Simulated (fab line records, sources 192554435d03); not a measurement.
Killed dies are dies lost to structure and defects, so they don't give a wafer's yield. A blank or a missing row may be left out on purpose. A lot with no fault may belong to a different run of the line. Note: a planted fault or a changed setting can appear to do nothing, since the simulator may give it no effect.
fab line records	flow n5Finfet	part 1 of 2: steps 1 to 21 of 31
record lots=5	wafers=15	lastDay=18
route steps=1938 shown ZERO_LAYER@15 WELL_APT@20
lots with no fault: from the same line, run without faults
startH: the number of hours between the record's first day and the start of the first shown wafer of the lot	waitH: hours from the lot's prior step to this one	" repeats the value in the row above	L1.1+2: a single row standing in for several wafers	- no value, or no start was given	* or withheld: withheld	< > ~ a bound
route shown NAME@n: names a module that has steps shown in the file, with the first one's number in the route	usual: mean and standard deviation over wafers with no fault	same: alike in all rows	chamber/n: place in a boat	sites: per-site readings	_std_site: standard deviation of those values	_edge_site: inner sites' mean taken away from outer sites' mean	radiusMm: for every site, how far away it sits from the centre of the wafer	mask NAME#n: copy n	behind: tool/chamber where the wafer was last shaped	hold: reason for holding the lot/hours on hold/outcome of the hold	device: the n, p or np transistor that did not switch	end of line: at the end of the route, the tests of the same wafers	where a step has no rows: the recipe by itself	killed: dies that structure and defects cost at the first sort, which is not the same as the wafer's yield	map: a wafer's dies, x killed, . not, _ none there
set.NAME: setting as actually run; set.NAME@STEP: the setting as run at that earlier step	model.NAME: the simulator's own value behind a step, which no gauge read
lots at selected steps of the route; one table per step, one row per wafer
services: from which hour (startH, from the record's first day; less than 0 if before it) a tool's chamber was out of use, for how many hours, and why
## steps
# step N5_ZERO_LAYER_ETCH_17
# recipe chemistry=CF4	target=SiO2	targetDepthA=120	timeS=13.3	ionEnergyEv=350	pressureMtorr=40	sourceW=450	biasW=215	Ar_flow_sccm=100	cf4FlowSccm=100
# usual biasW=215.0/0.6	drypumpMotorCurrentA=5.5/0.48	oesProductAu=0.79/0.085	rfVppV=948/3.9	showerheadPlenumPTorr=2.13/0.067	throttleValvePct=15.72/0.17
lot.wafer	tool	chamber	startH	waitH	biasW	drypumpMotorCurrentA	oesProductAu	rfHoursCounterH	rfVppV	showerheadPlenumPTorr	throttleValvePct
L074.2	rieDiel-04	3	12.75	0.0	214.1	6.4	0.80	94	949	2.15	15.66
L074.3	"	0	"	"	214.9	5.3	0.72	227	954	2.19	15.96
L074.4	"	2	"	"	215.4	4.7	0.73	165	944	2.02	15.43
L088.2	rieDiel-03	3	96.73	0.0	214.8	6.2	0.88	23	945	2.11	15.65
L088.4	"	3	"	"	214.8	6.2	0.88	-	947	2.11	15.65
L088.6	"	2	"	"	214.0	5.1	0.85	-	951	2.18	15.70
L092.1	rieDiel-01	0	120.72	0.0	214.2	5.3	0.68	245	942	2.01	15.97
L092.3	"	3	"	"	215.4	5.6	0.70	247	953	2.21	15.76
L092.5	"	0	"	"	214.9	5.3	0.67	-	942	2.01	15.97
L095.3	rieDiel-03	3	138.87	0.0	215.0	6.2	0.85	37	946	2.11	15.68
L095.5	"	3	"	"	216.2	6.2	0.86	-	946	2.11	15.68
L095.6	"	2	"	"	214.6	5.1	0.84	-	949	2.18	15.74
L096.2	rieDiel-04	3	144.85	0.0	215.1	6.4	0.77	133	948	2.13	15.74
L096.4	"	1	"	"	215.3	5.6	0.79	127	949	2.15	15.70
L096.6	"	2	"	"	214.2	4.7	0.70	-	943	2.01	15.47
# step N5_ZERO_LAYER_ETCH_18
# recipe chemistry=HBr/Cl2	target=Si	targetDepthA=1200	timeS=40	pressureMtorr=10	icpW=800	biasW=75	HBr_flow_sccm=150	Cl2_flow_sccm=80
# usual biasW=75.02/0.2	drypumpMotorCurrentA=5.4/0.42	oesProductAu=0.992/0.014	throttleValvePct=36.6/0.3
lot.wafer	tool	chamber	startH	waitH	biasW	drypumpMotorCurrentA	oesProductAu	rfHoursCounterH	throttleValvePct
L074.2	rieSi-02	2	12.82	0.0	74.84	5.2	1.002	1	37.0
L074.3	"	3	"	"	75.01	5.8	0.965	152	36.3
L074.4	"	1	"	"	75.18	5.3	1.002	122	36.6
L088.2	rieSi-01	3	96.80	0.0	74.87	5.4	0.987	5	36.1
L088.4	"	2	"	"	74.69	4.9	0.998	144	36.6
L088.6	"	2	"	"	74.48	4.9	0.999	-	36.6
L092.1	rieSi-02	0	120.79	0.0	74.74	5.1	0.989	26	36.6
L092.3	"	3	"	"	75.02	5.8	0.970	154	36.3
L092.5	"	1	"	"	75.09	5.3	0.999	-	36.6
L095.3	rieSi-03	1	138.94	0.0	75.03	5.2	0.986	124	36.4
L095.5	"	1	"	"	75.14	5.2	0.984	-	36.4
L095.6	"	0	"	"	75.21	5.6	1.014	-	35.7
L096.2	rieSi-01	1	144.92	0.0	75.08	5.8	0.998	113	36.6
L096.4	"	0	"	"	74.85	6.6	1.006	8	36.7
L096.6	"	2	"	"	75.19	4.9	0.982	-	36.7
# step N5_ZERO_LAYER_STRIP_24
# recipe chemistry=O2	powerW=1000	tempC=250	overashFraction=0.3	pressureMtorr=1000	o2FlowSccm=6750
# usual drypumpMotorCurrentA=5.7/0.42	heaterPowerW=341/21	oesProductAu=0.646/0.0048	stripTimeToEndpointS=43.82/0.083
lot.wafer	tool	chamber	startH	waitH	drypumpMotorCurrentA	heaterPowerW	oesProductAu	rfHoursCounterH	stripTimeToEndpointS
L074.2	plasmaAsher-02	1	12.96	0.1	5.6	371	0.644	18	43.87
L074.3	"	1	"	"	5.6	362	0.657	-	43.80
L074.4	"	0	"	"	6.4	344	0.640	-	43.86
L088.2	plasmaAsher-02	1	96.91	0.1	5.6	372	0.641	33	43.83
L088.4	"	0	"	"	6.4	345	0.649	-	43.86
L088.6	"	1	"	"	5.6	367	0.650	-	43.71
L092.1	plasmaAsher-02	0	120.89	0.1	6.4	345	0.654	39	43.69
L092.3	"	0	"	"	6.4	343	0.645	-	43.78
L092.5	"	0	"	"	6.4	343	0.652	-	43.85
L095.3	plasmaAsher-02	0	139.06	0.1	6.4	349	0.640	-	43.67
L095.5	"	1	"	"	5.6	361	0.652	-	43.73
L095.6	"	0	"	"	6.4	350	0.648	-	43.70
L096.2	plasmaAsher-01	1	145.04	0.1	5.3	330	0.645	103	43.75
L096.4	"	1	"	"	5.3	335	0.648	-	43.80
L096.6	"	0	"	"	5.5	316	0.647	-	43.82
# step N5_ZERO_LAYER_STRIP_19
# recipe chemistry=SPM	timeS=900	tempC=130	h2so4H2o2VolRatio=4	dry=ipaMarangoni
# usual bathGuardTempC=130.1/0.54
lot.wafer	tool	chamber	startH	waitH	bathGuardTempC
L074.2	wetBench-05	7	13.05	0.1	129.3
L074.3	"	6	"	"	129.7
L074.4	"	5	"	"	130.0
L088.2	wetBench-03	3	96.99	0.1	129.5
L088.4	"	1	"	"	129.9
L088.6	"	7	"	"	130.8
L092.1	wetBench-05	0	120.98	0.1	130.1
L092.3	"	2	"	"	129.7
L092.5	"	3	"	"	130.6
L095.3	wetBench-01	0	139.13	0.0	129.8
L095.5	"	1	"	"	129.3
L095.6	"	5	"	"	129.9
L096.2	wetBench-01	7	145.13	0.1	130.4
L096.4	"	0	"	"	130.6
L096.6	"	1	"	"	129.4
# step N5_ZERO_LAYER_INSPECT_20
# recipe inspectInstrument=darkfield	mode=postClean
# usual rawDefectCount=37/16
lot.wafer	tool	chamber	startH	waitH	rawDefectCount
L074.2	defectInspect-02	-	13.32	0.0	37
L074.3	"	-	"	"	34
L074.4	"	-	"	"	20
L088.2	defectInspect-02	-	97.27	0.0	20
L088.4	"	-	"	"	21
L088.6	"	-	"	"	24
L092.1	defectInspect-02	-	121.25	0.0	42
L092.3	"	-	"	"	30
L092.5	"	-	"	"	53
L095.3	defectInspect-02	-	139.41	0.0	20
L095.5	"	-	"	"	23
L095.6	"	-	"	"	31
L096.2	defectInspect-01	-	145.40	0.0	41
L096.4	"	-	"	"	47
L096.6	"	-	"	"	28
# step N5_WELL_APT_HMDS_01
# recipe timeS=60	tempC=120
# usual chillPlateTempC=23.00/0.11	plateTempC=119.99/0.13
lot.wafer	tool	chamber	startH	waitH	chillPlateTempC	plateTempC
L074.2	lithoTrack-01	0	13.35	0.0	22.85	119.74
L074.3	"	0	"	"	22.97	119.92
L074.4	"	0	"	"	23.06	120.13
L088.2	lithoTrack-04	0	97.30	0.0	22.92	119.96
L088.4	"	0	"	"	22.97	119.62
L088.6	"	0	"	"	22.91	120.12
L092.1	lithoTrack-01	0	121.29	0.0	22.74	119.93
L092.3	"	0	"	"	22.82	120.07
L092.5	"	0	"	"	22.85	119.95
L095.3	lithoTrack-04	0	139.44	0.0	23.22	120.09
L095.5	"	0	"	"	23.20	120.00
L095.6	"	0	"	"	23.08	120.08
L096.2	lithoTrack-04	0	145.44	0.0	23.07	120.16
L096.4	"	0	"	"	22.96	120.10
L096.6	"	0	"	"	23.07	120.27
# step N5_WELL_APT_COAT_02
# recipe spinRpm=1357	resistThkNm=950
# usual chillPlateTempC=23.01/0.11
lot.wafer	tool	chamber	startH	waitH	chillPlateTempC
L074.2	lithoTrack-01	0	-	-	22.82
L074.3	"	0	"	"	22.90
L074.4	"	0	"	"	22.94
L088.2	lithoTrack-04	0	-	-	23.17
L088.4	"	0	"	"	22.96
L088.6	"	0	"	"	23.19
L092.1	lithoTrack-01	0	-	-	23.16
L092.3	"	0	"	"	23.13
L092.5	"	0	"	"	23.05
L095.3	lithoTrack-04	0	-	-	22.90
L095.5	"	0	"	"	22.86
L095.6	"	0	"	"	23.01
L096.2	lithoTrack-04	0	-	-	22.97
L096.4	"	0	"	"	22.88
L096.6	"	0	"	"	22.99
# step N5_WELL_APT_EBR_04
# recipe solvent=PGMEA	ebrWidthMm=1.5
# usual chillPlateTempC=22.99/0.1
lot.wafer	tool	chamber	startH	waitH	chillPlateTempC
L074.2	lithoTrack-01	0	-	-	22.95
L074.3	"	0	"	"	22.88
L074.4	"	0	"	"	22.83
L088.2	lithoTrack-04	0	-	-	23.04
L088.4	"	0	"	"	23.08
L088.6	"	0	"	"	23.08
L092.1	lithoTrack-01	0	-	-	22.88
L092.3	"	0	"	"	23.00
L092.5	"	0	"	"	22.92
L095.3	lithoTrack-04	0	-	-	22.95
L095.5	"	0	"	"	23.07
L095.6	"	0	"	"	22.99
L096.2	lithoTrack-04	0	-	-	22.97
L096.4	"	0	"	"	22.90
L096.6	"	0	"	"	22.95
# step N5_WELL_APT_SOFTBAKE_03
# recipe tempC=130	timeS=60
# usual chillPlateTempC=22.99/0.1	plateTempC=129.98/0.14
lot.wafer	tool	chamber	startH	waitH	chillPlateTempC	plateTempC
L074.2	lithoTrack-01	0	-	-	22.96	129.96
L074.3	"	0	"	"	23.14	129.75
L074.4	"	0	"	"	22.85	129.88
L088.2	lithoTrack-04	0	-	-	23.16	129.96
L088.4	"	0	"	"	23.09	130.23
L088.6	"	0	"	"	23.12	130.02
L092.1	lithoTrack-01	0	-	-	22.87	129.66
L092.3	"	0	"	"	23.03	129.84
L092.5	"	0	"	"	22.69	129.90
L095.3	lithoTrack-04	0	-	-	23.06	129.84
L095.5	"	0	"	"	22.88	129.99
L095.6	"	0	"	"	23.09	129.73
L096.2	lithoTrack-04	0	-	-	23.23	130.01
L096.4	"	0	"	"	23.05	130.04
L096.6	"	0	"	"	23.02	129.89
# step N5_WELL_APT_EXPOSE_05
# recipe maskId=NWELL	na=0.8	sourceShape=conventional	sigmaOuter=0.8	polarization=unpolarized	defocusNm=0	targetCdNm=200	doseMj=20.3
# usual stageVelMmS=499.96/0.27
# same sigmaOuter=0.8
lot.wafer	tool	chamber	startH	waitH	mask	stageVelMmS
L074.2	krfScanner-01	0	13.46	-	NWELL#0	500.19
L074.3	"	0	"	"	NWELL#0	500.02
L074.4	"	0	"	"	NWELL#0	500.17
L088.2	krfScanner-02	0	97.53	-	NWELL#0	500.48
L088.4	"	0	"	"	NWELL#0	500.05
L088.6	"	0	"	"	NWELL#0	499.95
L092.1	krfScanner-01	0	121.39	-	NWELL#0	499.43
L092.3	"	0	"	"	NWELL#0	499.80
L092.5	"	0	"	"	NWELL#0	499.77
L095.3	krfScanner-02	0	139.55	-	NWELL#0	500.24
L095.5	"	0	"	"	NWELL#0	500.36
L095.6	"	0	"	"	NWELL#0	499.80
L096.2	krfScanner-01	0	145.67	-	NWELL#0	500.36
L096.4	"	0	"	"	NWELL#0	500.16
L096.6	"	0	"	"	NWELL#0	500.69
# step N5_WELL_APT_PEB_06
# recipe pebTempC=130	pebTimeS=90
# usual chillPlateTempC=23.00/0.11	plateTempC=130.00/0.13
lot.wafer	tool	chamber	startH	waitH	chillPlateTempC	plateTempC
L074.2	lithoTrack-03	0	13.51	0.0	23.23	130.24
L074.3	"	0	"	"	23.26	130.04
L074.4	"	0	"	"	23.25	130.12
L088.2	lithoTrack-03	0	97.58	0.0	22.90	130.00
L088.4	"	0	"	"	22.93	129.93
L088.6	"	0	"	"	22.91	130.11
L092.1	lithoTrack-01	0	121.44	0.1	22.93	129.90
L092.3	"	0	"	"	22.99	130.02
L092.5	"	0	"	"	23.00	130.03
L095.3	lithoTrack-03	0	139.60	0.0	23.11	129.79
L095.5	"	0	"	"	23.05	129.82
L095.6	"	0	"	"	23.16	130.04
L096.2	lithoTrack-03	0	145.72	0.0	22.92	130.08
L096.4	"	0	"	"	23.04	130.11
L096.6	"	0	"	"	22.78	130.07
# step N5_WELL_APT_DEVELOP_07
# recipe developTimeS=45	rinseLiquid=surfactantRinse	dry=airSpin	devTempC=21
# usual chillPlateTempC=23.01/0.11
lot.wafer	tool	chamber	startH	waitH	chillPlateTempC
L074.2	lithoTrack-03	0	-	-	23.10
L074.3	"	0	"	"	23.01
L074.4	"	0	"	"	22.85
L088.2	lithoTrack-03	0	-	-	23.10
L088.4	"	0	"	"	22.96
L088.6	"	0	"	"	22.96
L092.1	lithoTrack-01	0	-	-	23.07
L092.3	"	0	"	"	22.89
L092.5	"	0	"	"	22.82
L095.3	lithoTrack-03	0	-	-	23.15
L095.5	"	0	"	"	23.18
L095.6	"	0	"	"	23.10
L096.2	lithoTrack-03	0	-	-	23.17
L096.4	"	0	"	"	23.08
L096.6	"	0	"	"	22.88
# step N5_WELL_APT_HARDBAKE_12
# recipe tempC=130	timeS=120
# usual chillPlateTempC=22.99/0.11	plateTempC=130.01/0.13
lot.wafer	tool	chamber	startH	waitH	chillPlateTempC	plateTempC
L074.2	lithoTrack-03	0	-	-	22.98	130.12
L074.3	"	0	"	"	23.03	130.11
L074.4	"	0	"	"	23.14	129.88
L088.2	lithoTrack-03	0	-	-	22.82	130.01
L088.4	"	0	"	"	22.73	130.18
L088.6	"	0	"	"	22.75	129.98
L092.1	lithoTrack-01	0	-	-	22.94	130.08
L092.3	"	0	"	"	23.01	129.96
L092.5	"	0	"	"	22.88	129.96
L095.3	lithoTrack-03	0	-	-	23.10	129.98
L095.5	"	0	"	"	23.15	129.94
L095.6	"	0	"	"	22.96	130.00
L096.2	lithoTrack-03	0	-	-	22.96	129.92
L096.4	"	0	"	"	23.13	129.91
L096.6	"	0	"	"	22.93	130.00
# step N5_WELL_APT_CD_MEAS_08
# recipe targetCdNm=200	landingEnergyEv=500	detector=seInlens
# usual cdNm=199.4/2.1
lot.wafer	tool	chamber	startH	waitH	cdNm
L074.2	cdSem-01	0	13.63	-	202.5
L074.3	"	0	"	"	203.3
L074.4	"	0	"	"	201.1
L088.2	cdSem-01	0	97.70	-	202.7
L088.4	"	0	"	"	201.3
L088.6	"	0	"	"	198.2
L092.1	cdSem-01	0	121.56	-	197.6
L092.3	"	0	"	"	199.1
L092.5	"	0	"	"	198.8
L095.3	cdSem-01	0	139.71	-	198.7
L095.5	"	0	"	"	193.8
L095.6	"	0	"	"	200.6
L096.2	cdSem-01	0	145.83	-	201.7
L096.4	"	0	"	"	203.0
L096.6	"	0	"	"	201.6
# step N5_WELL_APT_OVL_MEAS_09
# recipe pointsPerWafer=44
# usual NWELL_OVL=1/5.6
lot.wafer	tool	chamber	startH	waitH	NWELL_OVL[nm]
L074.2	overlay-02	0	13.66	0.0	6
L074.3	"	0	"	"	8
L074.4	"	0	"	"	2
L088.2	overlay-02	0	97.73	0.0	-1
L088.4	"	0	"	"	3
L088.6	"	0	"	"	-3
L092.1	overlay-01	0	121.59	0.0	2
L092.3	"	0	"	"	1
L092.5	"	0	"	"	-1
L095.3	overlay-01	0	139.74	0.0	4
L095.5	"	0	"	"	2
L095.6	"	0	"	"	5
L096.2	overlay-02	0	145.86	0.0	1
L096.4	"	0	"	"	-5
L096.6	"	0	"	"	-10
# step N5_WELL_APT_INSPECT_10
# recipe mode=adi	inspectInstrument=macro
# usual rawDefectCount=2.1/1.3
lot.wafer	tool	chamber	startH	waitH	rawDefectCount
L074.2	defectInspect-02	-	13.68	0.0	2
L074.3	"	-	"	"	0
L074.4	"	-	"	"	2
L088.2	defectInspect-02	-	97.75	0.0	5
L088.4	"	-	"	"	1
L088.6	"	-	"	"	3
L092.1	defectInspect-02	-	121.61	0.0	2
L092.3	"	-	"	"	2
L092.5	"	-	"	"	1
L095.3	defectInspect-02	-	139.77	0.0	0
L095.5	"	-	"	"	2
L095.6	"	-	"	"	3
L096.2	defectInspect-02	-	145.89	0.0	4
L096.4	"	-	"	"	2
L096.6	"	-	"	"	3
# step N5_WELL_APT_DESCUM_13
# recipe chemistry=O2	timeS=7.9	sourcePowerW=50	biasPowerW=20	pressureMtorr=20	rfFrequencyHz=2.712e+07	tempC=40	o2FlowSccm=225
# usual drypumpMotorCurrentA=5.6/0.51	oesProductAu=0.78/0.082	rfVppV=243.5/1.1	showerheadPlenumPTorr=2.12/0.062	throttleValvePct=20.4/0.33
lot.wafer	tool	chamber	startH	waitH	drypumpMotorCurrentA	oesProductAu	rfHoursCounterH	rfVppV	showerheadPlenumPTorr	throttleValvePct
L074.2	rieDiel-02	3	13.71	0.0	5.3	0.71	196	244.3	2.18	20.8
L074.3	"	1	"	"	5.7	0.84	75	243.0	2.14	20.7
L074.4	"	2	"	"	5.1	0.75	136	244.3	2.19	20.5
L088.2	rieDiel-05	1	97.79	0.0	4.9	0.73	157	242.2	2.09	20.1
L088.4	"	0	"	"	6.3	0.83	90	243.1	1.99	20.0
L088.6	"	1	"	"	4.9	0.73	-	241.9	2.09	20.1
L092.1	rieDiel-06	1	121.65	0.0	6.5	0.88	57	243.8	2.13	20.0
L092.3	"	2	"	"	5.4	0.69	243	243.7	2.16	20.6
L092.5	"	3	"	"	4.8	0.95	-	241.5	2.06	19.9
L095.3	rieDiel-06	1	139.94	0.2	6.4	0.86	61	243.6	2.13	20.0
L095.5	"	3	"	"	4.8	0.94	-	243.4	2.06	19.9
L095.6	"	2	"	"	5.4	0.68	-	244.5	2.15	20.6
L096.2	rieDiel-05	2	145.99	0.1	5.9	0.87	45	243.0	2.05	20.2
L096.4	"	0	"	"	6.3	0.82	105	242.0	1.99	20.0
L096.6	"	1	"	"	4.9	0.72	-	242.9	2.09	20.2
# step N5_WELL_APT_IMPLANT_14
# recipe species=P	energyKev=160	doseCm2=1.5e+13	tiltDeg=0	rotationDeg=0
# usual tiltDeg=0.001/0.021
lot.wafer	tool	chamber	startH	waitH	tiltDeg
L074.2	implanter-02	0	13.84	0.1	0.006
L074.3	"	0	"	"	-0.031
L074.4	"	0	"	"	-0.046
L088.2	implanter-02	0	97.91	0.1	-0.017
L088.4	"	0	"	"	0.004
L088.6	"	0	"	"	0.019
L092.1	implanter-01	0	121.74	0.1	0.010
L092.3	"	0	"	"	0.015
L092.5	"	0	"	"	-0.022
L095.3	implanter-02	0	140.10	0.1	-0.037
L095.5	"	0	"	"	-0.007
L095.6	"	0	"	"	-0.027
L096.2	implanter-01	0	146.12	0.1	-0.013
L096.4	"	0	"	"	0.007
L096.6	"	0	"	"	-0.014
# step N5_WELL_APT_IMPLANT_15
# recipe species=As	energyKev=25	doseCm2=1.5e+13	tiltDeg=0	rotationDeg=0
# usual tiltDeg=-0.004/0.019
lot.wafer	tool	chamber	startH	waitH	tiltDeg
L074.2	implanter-02	0	14.02	0.1	0.011
L074.3	"	0	"	"	-0.011
L074.4	"	0	"	"	-0.016
L088.2	implanter-02	0	98.09	0.1	-0.013
L088.4	"	0	"	"	-0.019
L088.6	"	0	"	"	-0.046
L092.1	implanter-01	0	121.92	0.1	-0.005
L092.3	"	0	"	"	-0.009
L092.5	"	0	"	"	-0.011
L095.3	implanter-02	0	140.28	0.1	0.016
L095.5	"	0	"	"	-0.012
L095.6	"	0	"	"	-0.015
L096.2	implanter-01	0	146.30	0.1	0.000
L096.4	"	0	"	"	-0.031
L096.6	"	0	"	"	-0.011
# step N5_WELL_APT_STRIP_16
# recipe chemistry=SPM	timeS=900	tempC=130	h2so4H2o2VolRatio=4	dry=ipaMarangoni
# usual bathGuardTempC=130.2/0.46
lot.wafer	tool	chamber	startH	waitH	bathGuardTempC
L074.2	wetBench-04	1	14.22	0.2	129.4
L074.3	"	7	"	"	130.7
L074.4	"	5	"	"	130.3
L088.2	wetBench-06	6	98.27	0.1	130.8
L088.4	"	2	"	"	130.9
L088.6	"	7	"	"	130.6
L092.1	wetBench-06	5	122.13	0.2	129.9
L092.3	"	1	"	"	129.9
L092.5	"	2	"	"	130.6
L095.3	wetBench-02	1	140.44	0.1	129.8
L095.5	"	4	"	"	129.6
L095.6	"	2	"	"	130.0
L096.2	wetBench-02	0	146.48	0.1	129.3
L096.4	"	2	"	"	129.5
L096.6	"	4	"	"	129.4
# step N5_WELL_APT_HMDS_18
# recipe timeS=60	tempC=120
# usual chillPlateTempC=23.00/0.11	plateTempC=120.04/0.13
lot.wafer	tool	chamber	startH	waitH	chillPlateTempC	plateTempC
L074.2	lithoTrack-04	0	14.49	0.0	22.93	120.09
L074.3	"	0	"	"	22.98	120.18
L074.4	"	0	"	"	23.08	120.35
L088.2	lithoTrack-03	0	98.55	0.0	23.02	119.96
L088.4	"	0	"	"	23.11	119.92
L088.6	"	0	"	"	22.91	119.95
L092.1	lithoTrack-04	0	122.66	0.0	23.15	119.99
L092.3	"	0	"	"	22.94	119.83
L092.5	"	0	"	"	22.96	119.81
L095.3	lithoTrack-04	0	140.72	0.0	23.02	120.07
L095.5	"	0	"	"	23.13	119.99
L095.6	"	0	"	"	23.09	119.84
L096.2	lithoTrack-01	0	146.75	0.0	22.83	119.91
L096.4	"	0	"	"	22.87	120.04
L096.6	"	0	"	"	22.97	120.00
